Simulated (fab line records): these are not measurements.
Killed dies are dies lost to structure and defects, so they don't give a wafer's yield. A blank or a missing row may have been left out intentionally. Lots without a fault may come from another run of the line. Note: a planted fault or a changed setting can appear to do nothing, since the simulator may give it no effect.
A lot that was struck, set against a sound lot    flow nand-harc    14 out of 1159 route steps
Sound: wafers L499.2, L499.3, L499.6. Wafers L515.2, L515.3, L515.5 were the ones struck. Last of all comes the cause.
Each step with rows lists, per side, the tool, then ch with its chambers, then its first start. Under that, the readings that differ: sound wafers    struck wafers    difference of the means    sigmas: that difference in standard deviations of wafers without a fault.
alike: readings with means less than 2 such deviations apart, plus words and numbers identical on both sides. not compared: withheld readings, readings lacking a value on some wafer, bounds such as >300 that could conceal the same value, and numbers that have no deviation in the record and whose values overlap.
Wherever a step has rows on one side only, a row that says differs or no value, or a row with sigmas, the two part there. When numbers do not overlap yet have no deviation, they are printed without sigmas and do not part them. Lack of a reading on every wafer of one side parts them only where that side has two or more wafers.

first, 1 step without rows for these wafers: NHARC_P_ZERO_WELL_HARDBAKE_38 (time 80 s).
NHARC_P_ZERO_WELL_DESCUM_39: chemistry O2, time 3 s.
  sound on rie-diel-13 ch 2,3, day 2 22:20; struck on rie-diel-04 ch 1,3, day 6 22:27
  alike: chamber-pressure-mTorr, drypump-motor-current-A, oes-product-au, rf-vpp-V, showerhead-plenum-p-Torr, throttle-valve-pct
  not compared: rf-hours-counter-h
then, 10 steps without rows for these wafers: NHARC_P_ZERO_WELL_IMPLANT_40; NHARC_P_ZERO_WELL_IMPLANT_59; NHARC_P_ZERO_WELL_IMPLANT_60; NHARC_P_ZERO_WELL_STRIP_41 (strips in SPM, time 840 s); NHARC_P_ZERO_WELL_DEHYDRATE_44 (time 120 s); NHARC_P_ZERO_WELL_HMDS_45 (time 30 s); NHARC_P_ZERO_WELL_COAT_46; NHARC_P_ZERO_WELL_SOFTBAKE_47 (time 95 s); NHARC_P_ZERO_WELL_EBR_48; NHARC_P_ZERO_WELL_EXPOSE_49 (exposes mask P HVPW, target cd 2000 nm).
NHARC_P_ZERO_WELL_PEB_50: peb time 85 s.
  sound on litho-track-03 ch 0, day 2 23:37; struck on litho-track-03, day 6 23:43
  no value came back on the struck wafers for chill-plate-temp-C (C), exhaust-pa (Pa); on the sound wafers chill-plate-temp-C (C) reads 22.96 23.00 22.90
then, 1 step without rows for these wafers: NHARC_P_ZERO_WELL_DEVELOP_51 (time 70 s).

WHERE THEY PART
Only at NHARC_P_ZERO_WELL_PEB_50, as far as this record shows.

WHY: whatever the simulator had introduced
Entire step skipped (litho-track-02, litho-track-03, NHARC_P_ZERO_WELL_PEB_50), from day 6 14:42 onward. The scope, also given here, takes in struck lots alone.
